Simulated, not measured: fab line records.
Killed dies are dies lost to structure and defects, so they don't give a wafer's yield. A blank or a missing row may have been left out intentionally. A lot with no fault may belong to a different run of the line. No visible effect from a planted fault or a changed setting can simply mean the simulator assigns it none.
Chamber matching / flow n5_finfet / rie_diel-01 running N5_HKMG_FIN_STRIP_34: 4 sister chambers
The step strips in CF4. 14 wafers are shown with their chamber, then 7 later ones without.

## WAFERS PAIRED WITH THEIR CHAMBERS
wafer=L074.2; chamber=1; throttle_valve_pct (%)=13.88; drypump_motor_current_A (A)=5.3; oes_product_au (a.u.)=0.72
wafer=L074.3; chamber=2; throttle_valve_pct (%)=13.76; drypump_motor_current_A (A)=5.3; oes_product_au (a.u.)=0.79
wafer=L074.6; chamber=2; throttle_valve_pct (%)=13.75; drypump_motor_current_A (A)=5.3; oes_product_au (a.u.)=0.79
wafer=L079.2; chamber=2; throttle_valve_pct (%)=13.76; drypump_motor_current_A (A)=5.2; oes_product_au (a.u.)=0.78
wafer=L079.3; chamber=1; throttle_valve_pct (%)=13.91; drypump_motor_current_A (A)=5.3; oes_product_au (a.u.)=0.71
wafer=L079.4; chamber=1; throttle_valve_pct (%)=13.90; drypump_motor_current_A (A)=5.3; oes_product_au (a.u.)=0.72
wafer=L080.1; chamber=2; throttle_valve_pct (%)=13.78; drypump_motor_current_A (A)=5.3; oes_product_au (a.u.)=0.78
wafer=L080.2; chamber=0; throttle_valve_pct (%)=13.52; drypump_motor_current_A (A)=5.1; oes_product_au (a.u.)=0.77
wafer=L080.6; chamber=3; throttle_valve_pct (%)=13.18; drypump_motor_current_A (A)=6.1; oes_product_au (a.u.)=0.89
wafer=L081.2; chamber=1; throttle_valve_pct (%)=13.91; drypump_motor_current_A (A)=5.3; oes_product_au (a.u.)=0.71
wafer=L081.3; chamber=2; throttle_valve_pct (%)=13.77; drypump_motor_current_A (A)=5.2; oes_product_au (a.u.)=0.78
wafer=L081.4; chamber=3; throttle_valve_pct (%)=13.19; drypump_motor_current_A (A)=6.1; oes_product_au (a.u.)=0.89
wafer=L084.1; chamber=1; throttle_valve_pct (%)=13.91; drypump_motor_current_A (A)=5.3; oes_product_au (a.u.)=0.71
wafer=L084.3; chamber=3; throttle_valve_pct (%)=13.20; drypump_motor_current_A (A)=6.1; oes_product_au (a.u.)=0.89

SIGNATURES (means of the wafers above)
reading=throttle_valve_pct; chamber 0=13.5200; chamber 1=13.9020; chamber 2=13.7640; chamber 3=13.1900; scatter within a chamber=0.0118
reading=drypump_motor_current_A; chamber 0=5.100; chamber 1=5.300; chamber 2=5.260; chamber 3=6.100; scatter within a chamber=0.0346
reading=oes_product_au; chamber 0=0.7700; chamber 1=0.7140; chamber 2=0.7840; chamber 3=0.8900; scatter within a chamber=0.0049
Rule: for a wafer and a chamber, the distance is found by dividing, reading by reading, the gap between the wafer's reading and the chamber's mean by the reading's scatter, squaring, summing and taking the root. If the next closest chamber is less than 2 further off than the closest, the wafer can't be placed; otherwise it belongs to the closest. How the scatter is found: for the shown wafers, subtract from each reading the mean of its chamber, square and add these, divide the total by (wafers less chambers), then take the root.

## WAFERS WITH NO CHAMBER GIVEN
wafer=L084.5; throttle_valve_pct (%)=13.92; drypump_motor_current_A (A)=5.3; oes_product_au (a.u.)=0.71
wafer=L089.2; throttle_valve_pct (%)=13.81; drypump_motor_current_A (A)=5.2; oes_product_au (a.u.)=0.76
wafer=L089.4; throttle_valve_pct (%)=13.94; drypump_motor_current_A (A)=5.3; oes_product_au (a.u.)=0.71
wafer=L089.5; throttle_valve_pct (%)=13.83; drypump_motor_current_A (A)=5.2; oes_product_au (a.u.)=0.77
wafer=L093.4; throttle_valve_pct (%)=13.55; drypump_motor_current_A (A)=5.1; oes_product_au (a.u.)=0.75
wafer=L093.5; throttle_valve_pct (%)=13.54; drypump_motor_current_A (A)=5.1; oes_product_au (a.u.)=0.75
wafer=L093.6; throttle_valve_pct (%)=13.97; drypump_motor_current_A (A)=5.3; oes_product_au (a.u.)=0.69

## WHICH CHAMBER EACH WENT THROUGH
wafer=L084.5; from the rows above=1; in truth=1
wafer=L089.2; from the rows above=2; in truth=2
wafer=L089.4; from the rows above=1; in truth=1
wafer=L089.5; from the rows above=2; in truth=2
wafer=L093.4; from the rows above=0; in truth=0
wafer=L093.5; from the rows above=0; in truth=0
wafer=L093.6; from the rows above=1; in truth=1
7 of 7 placed correctly. Not placeable from these rows: 0. Wrongly placed: 0.
